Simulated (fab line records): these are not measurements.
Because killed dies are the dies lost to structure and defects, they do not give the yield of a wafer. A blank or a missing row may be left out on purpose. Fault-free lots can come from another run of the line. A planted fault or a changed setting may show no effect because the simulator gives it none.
8D (eight disciplines) problem report, filled in by code	flow nand_harc	the parts of the form that need people (team, actions taken, sign-off) are left out

1. PROBLEM STATEMENT
Wafers with no fault read 55 with a standard deviation of 15, whereas killed_at_array at NHARC_END_SORT_01 reads a mean of 150 on 1 wafer of 1 lot. Relative to the usual mean, that is a shift of +6.3 standard deviations.
First observed at day 29 19:49: wafer L714.5, on prober-02. The record holds 3 wafers of 1 lot with a number at this step. Rule for "out" (also "out of limits"): further than 4 standard deviations from the usual mean. The rest of the wafers with a number are treated as sound.

2. WHAT IT IS; WHAT IT IS NOT
question	is	is not
which readings at this step	killed_at_array, killed_dies	killed_at_other, killed_at_periphery, killed_open, killed_short
which lots	L714	-
which wafers of those lots	L714.5	L714.4, L714.6
read on which gauges	prober-02	-
when	from day 29 19:49	up to then (1 sound wafer); but 1 sound wafer of L714 came after

3. SUSPECTS, AND WHAT RULES EACH OUT
Counting: any tool at a process step up to the reading remains a suspect provided it ran every lot that is out. Sound lots after the first of them don't rule it out here, since some wafers of a struck lot are sound.
- the gauge at NHARC_END_SORT_01: kept. All the wafers that are out were read on prober-02, and no step on other tools shows them out.
- pvd_sputter-03 at NHARC_A_BLC_PRE_CLEAN_31 (time 15 s): kept. It ran the lot that is out, L714 (day 27 23:32).
- pvd_sputter-03 at NHARC_THIN_TSV_PRE_CLEAN_50 (time 30 s): kept. It ran the lot that is out, L714 (day 29 15:05). NHARC_THIN_TSV_PRE_CLEAN_50 gives no start for some lots, so the hours and the order of its lots are those of NHARC_END_WLT_00.
Left after counting: pvd_sputter-03 at NHARC_A_BLC_PRE_CLEAN_31, pvd_sputter-03 at NHARC_THIN_TSV_PRE_CLEAN_50, prober-02 at NHARC_END_SORT_01.

4. THE CAUSE (what the simulator had put in)
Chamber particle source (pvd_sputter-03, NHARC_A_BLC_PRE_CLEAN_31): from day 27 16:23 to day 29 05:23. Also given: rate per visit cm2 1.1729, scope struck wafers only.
Of the 3 suspects that counting leaves, this tool is one.

5. SEQUENCE OF EFFECTS, ordered by route
One row per reading whose mean, taken over the struck wafers that have a number, lies over 3 standard deviations from the usual. Only readings whose record carries a usual standard deviation are examined. hours: median over the lots of the time between each lot's start at the first step of this table that gives one and its start at this step. sigmas: the change, counted in usual standard deviations.
hours	step	reading	usual	on struck wafers	change	sigmas
0	NHARC_END_SORT_01	killed_at_array	55	150	+95	+6.3
0	NHARC_END_SORT_01	killed_dies	59	151	+92	+6.1

6. HOW IT WOULD HAVE BEEN CAUGHT EARLIER
The first out-of-limits reading at a measuring or inspecting step in this record came at day 29 19:49, 51 hours after the fault's start at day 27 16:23.
The start of NHARC_A_BLC_PRE_CLEAN_31 on pvd_sputter-03 came by day 29 19:49 for every one of the lots that are out (1). Had the tool been put on hold then, not one of them would have been saved.
